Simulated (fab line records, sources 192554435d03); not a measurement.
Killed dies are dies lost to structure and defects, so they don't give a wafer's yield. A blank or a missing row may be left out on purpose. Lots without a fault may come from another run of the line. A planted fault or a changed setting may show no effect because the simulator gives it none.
fab line records | flow n5_finfet
record lots=5 wafers=15 last_day=17
route steps=1938 shown BEOL_M8@1380
lots that met no fault: from a run of the same line without faults
start_h: hours from the record's first day to the start of the lot's first wafer shown | wait_h: hours since the lot's step before | " the same as in the row above | L1.1+2: a row that stands for several wafers | - no value, or no start given | * or withheld: withheld | < > ~ a bound
route shown NAME@n: a module of which the file shows steps, and the number in the route of the first | usual: mean/standard deviation of fault-free wafers | same: alike in all rows | chamber/n: place in a boat | sites: the reading at each site | _std_site: their standard deviation | _edge_site: outer sites' mean less inner sites' | radius_mm: how far each site lies from the wafer's centre | mask NAME#n: copy n | behind: the tool/chamber that last shaped the wafer | hold: why the lot was held/for how many hours/how that ended | device: the transistor (n, p or np) that didn't switch | end of line: the same wafers' tests at the end of the route | a step without rows: its recipe alone | killed: dies lost to structure and defects at the first sort, not the wafer's yield | map: a wafer's dies, x killed, . not, _ none there
set.NAME: the setting as run; set.NAME@STEP: as run at that earlier step | model.NAME: the simulator's own value behind a step, which no gauge read
lots at some steps of the route; a table a step, a row a wafer
services: from which hour (start_h, from the record's first day; less than 0 if before it) a tool's chamber was out of use, for how many hours, and why
## steps
# step N5_BEOL_M8_OCD_MEAS_38
# usual trench_depth_nm=93.5/1.5
# columns lot.wafer tool chamber start_h wait_h trench_depth_nm
L216.1 ocd-01 - 203.09 - 92.9
L216.4 " - " " 92.6
L216.6 " - " " 91.7
L219.4 ocd-01 - 219.90 - 93.2
L219.5 " - " " 95.3
L219.6 " - " " 95.9
L223.1 ocd-01 - 247.58 - 90.9
L223.5 " - " " 91.8
L223.6 " - " " 90.2
L228.1 ocd-02 - 295.05 - 96.7
L228.4 " - " " 91.7
L228.5 " - " " 94.3
L239.1 ocd-02 - 341.72 - 92.7
L239.3 " - " " 91.9
L239.6 " - " " 94.0
# step N5_BEOL_M8_HM_STRIP_39
# recipe chemistry=peroxide_tin_strip material=TiN target_depth_a=250 temp_c=50 time_s=158
# step N5_BEOL_M8_SRD_40
# recipe time_s=30 temp_c=23 rinse_liquid=diw dry=ipa_marangoni
# step N5_BEOL_M8_PRECLEAN_42
# recipe chemistry=residue_remover time_s=60 temp_c=40
# step N5_BEOL_M8_SRD_43
# recipe time_s=30 temp_c=23 rinse_liquid=diw dry=ipa_marangoni
# step N5_BEOL_M8_CD_MEAS_35
# recipe target_cd_nm=40 polarity=opening
# usual cd_nm=40.2/0.62
# columns lot.wafer tool chamber start_h wait_h cd_nm
L216.1 cd_sem-01 - 203.24 0.0 40.0
L216.4 " - " " 40.4
L216.6 " - " " 39.4
L219.4 cd_sem-03 - 220.06 0.0 41.0
L219.5 " - " " 40.4
L219.6 " - " " 40.6
L223.1 cd_sem-02 - 247.73 0.0 40.3
L223.5 " - " " 40.8
L223.6 " - " " 40.3
L228.1 cd_sem-02 - 295.20 0.0 39.0
L228.4 " - " " 40.4
L228.5 " - " " 40.8
L239.1 cd_sem-02 - 341.87 0.0 39.5
L239.3 " - " " 39.5
L239.6 " - " " 39.1
# step N5_BEOL_M8_CURE_75
# recipe temp_c=370 time_s=120 ambient=DMADMS/He material=SiCOH_lowk
# usual lamp_power_pct=52.31/0.056 wafer_temp_C_max=371.7/0.42
# columns lot.wafer tool chamber start_h wait_h lamp_power_pct wafer_temp_C_max
L216.1 uv_cure-01 0 203.28 0.0 52.36 372.3
L216.4 " 0 " " 52.26 371.8
L216.6 " 0 " " 52.27 371.8
L219.4 uv_cure-01 0 220.45 0.4 52.26 371.4
L219.5 " 0 " " 52.26 372.2
L219.6 " 0 " " 52.30 372.2
L223.1 uv_cure-03 2 247.78 0.0 52.36 372.3
L223.5 " 2 " " 52.34 371.5
L223.6 " 2 " " 52.30 371.3
L228.1 uv_cure-01 1 295.24 0.0 52.22 371.5
L228.4 " 1 " " 52.34 371.6
L228.5 " 1 " " 52.27 371.7
L239.1 uv_cure-01 2 341.92 0.0 52.36 371.0
L239.3 " 2 " " 52.37 371.6
L239.6 " 2 " " 52.44 371.6
# step N5_BEOL_M8_DEGAS_44
# recipe ambient=vacuum temp_c=250 time_s=60
# usual heater_power_w=319/28
# columns lot.wafer tool chamber start_h wait_h heater_power_w
L216.1 pvd_sputter-02 - 203.91 0.5 282
L216.4 " - " " 333
L216.6 " - " " 286
L219.4 pvd_sputter-01 - 220.77 0.2 336
L219.5 " - " " 344
L219.6 " - " " 360
L223.1 pvd_sputter-01 - 248.17 0.3 351
L223.5 " - " " 345
L223.6 " - " " 345
L228.1 pvd_sputter-02 - 295.70 0.4 320
L228.4 " - " " 334
L228.5 " - " " 283
L239.1 pvd_sputter-02 - 343.02 1.1 277
L239.3 " - " " 320
L239.6 " - " " 282
# step N5_BEOL_M8_PRE_CLEAN_45
# recipe gas=H2/He time_s=30 temp_c=250
# usual heater_power_w=319/29
# columns lot.wafer tool chamber start_h wait_h heater_power_w
L216.1 pvd_sputter-02 - 203.95 0.0 274
L216.4 " - " " 337
L216.6 " - " " 270
L219.4 pvd_sputter-01 - 220.81 0.0 336
L219.5 " - " " 345
L219.6 " - " " 354
L223.1 pvd_sputter-01 - 248.21 0.0 345
L223.5 " - " " 345
L223.6 " - " " 346
L228.1 pvd_sputter-02 - 295.74 0.0 306
L228.4 " - " " 342
L228.5 " - " " 276
L239.1 pvd_sputter-02 - 343.06 0.0 272
L239.3 " - " " 316
L239.6 " - " " 286
# step N5_BEOL_M8_ALD_77
# recipe material=TaN target_thk_a=20 temp_c=275 ald_precursor_family=PDMAT ald_co_reactant=NH3 pressure_torr=3 carrier_flow_sccm=1500 pulse_time_s=2 purge_time_s=3 co_reactant_purge_time_s=2 co_reactant_pulse_time_s=3 ald_cycles=40 precursor_vessel_temp_c=75 precursor_vessel_pressure_torr=26.25 precursor_vessel_carrier_sccm=1000
# usual chamber_pressure_Torr=3.000/0.0068 heater_power_outer_w=219/29 heater_power_w=404/43 mfc_carrier_sccm=1499/4.2
# columns lot.wafer tool chamber start_h wait_h chamber_pressure_Torr heater_power_outer_w heater_power_w mfc_carrier_sccm
L216.1 ald_metal-02 3 204.03 0.1 3.006 178 343 1504
L216.4 " 0 " " 3.002 232 465 1496
L216.6 " 3 " " 2.996 175 334 1501
L219.4 ald_metal-03 3 220.87 0.0 2.998 198 370 1507
L219.5 " 0 " " 3.005 240 448 1497
L219.6 " 1 " " 3.003 215 390 1497
L223.1 ald_metal-02 3 248.27 0.0 3.005 179 333 1500
L223.5 " 3 " " 2.994 173 337 1499
L223.6 " 2 " " 3.001 238 422 1499
L228.1 ald_metal-02 0 295.80 0.0 3.000 232 463 1502
L228.4 " 2 " " 2.999 246 421 1499
L228.5 " 1 " " 3.005 234 446 1503
L239.1 ald_metal-04 3 343.12 0.0 2.993 241 407 1496
L239.3 " 0 " " 3.002 197 353 1506
L239.6 " 0 " " 3.008 201 346 1504
# step N5_BEOL_M8_SURFACE_TREAT_79
# recipe gas=Ar time_s=* ion_energy_ev=* ion_current_ma_cm2=0.5 pressure_mtorr=* ar_flow_sccm=30
# usual throttle_valve_pct=*
# columns lot.wafer tool chamber start_h wait_h throttle_valve_pct
L216.1 pvd_sputter-03 - 204.40 0.2 *
L216.4 " - " " *
L216.6 " - " " *
L219.4 pvd_sputter-01 - 221.29 0.3 *
L219.5 " - " " *
L219.6 " - " " *
L223.1 pvd_sputter-03 - 248.61 0.2 *
L223.5 " - " " *
L223.6 " - " " *
L228.1 pvd_sputter-02 - 296.10 0.2 *
L228.4 " - " " *
L228.5 " - " " *
L239.1 pvd_sputter-02 - 343.46 0.2 *
L239.3 " - " " *
L239.6 " - " " *
# step N5_BEOL_M8_CVD_78
# recipe material=Co target_thk_a=20 temp_c=withheld precursor=CCTBA/H2 pressure_torr=30 time_s=142.3
# step N5_BEOL_M8_SPUTTER_48
# recipe material=Cu target_thk_a=100 temp_c=-20 bias_v=60 power_w=26000 chamber_pressure_pa=0.13 time_s=1.667
# usual bias_v=60.0/0.54 cathode_dc_power_W=26000/4.7 throttle_valve_pct=29.8/1.1
# columns lot.wafer tool chamber start_h wait_h bias_v cathode_dc_power_W throttle_valve_pct
L216.1 pvd_sputter-02 - 204.65 0.2 59.8 25994 28.2
L216.4 " - " " 60.6 26005 29.3
L216.6 " - " " 58.7 25995 29.5
L219.4 pvd_sputter-01 - 221.50 0.0 60.2 26007 28.9
L219.5 " - " " 61.1 25999 32.3
L219.6 " - " " 60.5 26003 30.9
L223.1 pvd_sputter-03 - 248.89 0.1 59.8 26001 28.7
L223.5 " - " " 60.3 25999 29.3
L223.6 " - " " 59.7 26003 29.2
L228.1 pvd_sputter-03 - 298.05 1.5 60.2 25999 30.3
L228.4 " - " " 60.2 26001 30.7
L228.5 " - " " 60.2 25999 29.2
L239.1 pvd_sputter-02 - 343.74 0.2 59.9 23811 28.3
L239.3 " - " " 59.1 26006 29.0
L239.6 " - " " 60.1 25996 28.9
# step N5_BEOL_M8_ECD_50
# recipe material=Cu target_thk_a=3000
## services
# columns tool chamber start_h hours kind
uv_cure-01 - 191.04 1.0 pm
ald_metal-03 - 193.09 2.8 pm
ald_metal-02 0 242.32 4.1 repair
ald_metal-04 2 262.36 26.9 repair
uv_cure-03 - 289.73 2.1 pm
uv_cure-01 - 304.10 7.5 pm
ald_metal-03 0 338.87 1.8 repair
## key
first_sign step=N5_BEOL_M8_SPUTTER_48 reading=cathode_dc_power_W direction=down sigmas=99+ usual=* struck=*
effect none on later readings
met_at N5_BEOL_M8_SPUTTER_48
struck_wafers L239.1
onset_between 204.65 343.74
fault kind=process_parameter_drift tool=pvd_sputter-02 chamber=- onset_h=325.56 steps=N5_BEOL_M8_SPUTTER_48 channel=power_w offset=* shape=step end_h=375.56 acts_in=* stated=* scope=struck_wafers_only
